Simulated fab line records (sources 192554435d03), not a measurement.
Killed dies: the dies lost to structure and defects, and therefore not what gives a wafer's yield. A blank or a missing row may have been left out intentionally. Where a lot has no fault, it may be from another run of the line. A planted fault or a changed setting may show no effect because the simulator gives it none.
Lot-split experiment    flow n5-finfet    route with 1938 steps; 7 lots, 21 wafers read

== ON THE SPLIT ==
At N5_BEOL_M2_ALD_98 (deposits SiO2, target thk 2.5 nm, pulse time 1 s, co reactant pulse time 1 s), the setting ald-cycles was moved away from the recipe's 17 on 7 of the 21 wafers read, by -17.6% to +5.9%. For the rest of the wafers, this setting stayed at what the recipe calls for.

The reading comes from the split's own step.

== THE READING ==
SiO2_of_BEOL_M2_ALD_98.thk-nm (the simulator's own value, which no gauge read), in nm, at N5_BEOL_M2_ALD_98 (deposits SiO2, target thk 2.5 nm, pulse time 1 s, co reactant pulse time 1 s). The file gives no usual value for it. Average 2.5 nm, standard deviation 0.096 nm, over the 14 wafers here run with the recipe.

wafer   tool, chamber at the split  ald-cycles as run  against the recipe  SiO2_of_BEOL_M2_ALD_98.thk-nm, nm  against lot-mates on the recipe
L075.2  ald-sin-01, 0               17                 recipe              2.4                                -
L075.5  ald-sin-01, 3,2             14                 -17.6%              2                                  -0.4
L075.6  ald-sin-01, 3,2             14                 -17.6%              2                                  -0.4
L081.2  ald-sin-04, 3               17                 recipe              2.4                                -
L081.3  ald-sin-04, 1               17                 recipe              2.6                                -
L081.6  ald-sin-04, 3               15                 -11.8%              2.2                                -0.3
L083.1  ald-sin-04, 3,3,2           17                 recipe              2.4                                -
L083.4  ald-sin-04, 3,3,2           17                 recipe              2.4                                -
L083.5  ald-sin-04, 3,3,2           17                 recipe              2.4                                -
L085.2  ald-sin-02, 1,0,3           17                 recipe              2.6                                -
L085.5  ald-sin-02, 1,0,3           17                 recipe              2.6                                -
L085.6  ald-sin-02, 1,0,3           17                 recipe              2.6                                -
L087.3  ald-sin-02, 0               18                 +5.9%               2.6                                +0.2
L087.5  ald-sin-02, 2,3             17                 recipe              2.4                                -
L087.6  ald-sin-02, 2,3             17                 recipe              2.4                                -
L094.3  ald-sin-01, 2,3             15                 -11.8%              2.2                                -0.4
L094.5  ald-sin-01, 2,3             15                 -11.8%              2.2                                -0.4
L094.6  ald-sin-01, 0               17                 recipe              2.6                                -
L095.1  ald-sin-02, 1               18                 +5.9%               2.6                                +0.2
L095.4  ald-sin-02, 2,1             17                 recipe              2.4                                -
L095.5  ald-sin-02, 2,1             17                 recipe              2.4                                -
If several chambers appear in one row, that row covers several wafers at once and the file leaves open which wafer was in which chamber.

FIT RESULTS
A straight line over all 21 wafers: SiO2_of_BEOL_M2_ALD_98.thk-nm changes by +0.025 nm for each +1% of ald-cycles; r = +0.90; the points scatter about the line by 0.084 nm.
The same after taking each lot's own level away (the mean of its wafers on the recipe; 21 wafers): +0.0267 nm for each +1%; r = +0.97; scatter 0.051 nm.
That fit puts the effect of the largest move of ald-cycles on the reading at 0.47 nm.
From 2.40 to 2.60 nm: that is the span of the lots' own levels, equal to 2.1 times the standard deviation above.
The two slopes agree, so the slope changes little with the lot-to-lot level.
Check: with one of the wafers moved furthest among these (-17.6%) left out of the fit, the line predicts -0.495 nm for it against its lot-mates. Against them it came out at -0.4 nm.

== THESE WAFERS: OTHER SPLITS ==
Before the reading, these wafers also passed through other splits. Each is held against what the fit with the lots' levels taken away leaves over:
other split on the same wafers  wafers away from the commonest value  r with SiO2_of_BEOL_M2_ALD_98.thk-nm (lot level and that fit taken away)
N5_BEOL_M2_EXPOSE_08 dose-mj    7                                     +0.32
N5_BEOL_M2_ETCH_69 bias-w       8                                     +0.26

== FILE'S OWN FIT ==
SiO2_of_BEOL_M2_ALD_98.thk-nm changes by +0.0268 nm for each +1% of ald-cycles, r = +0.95.
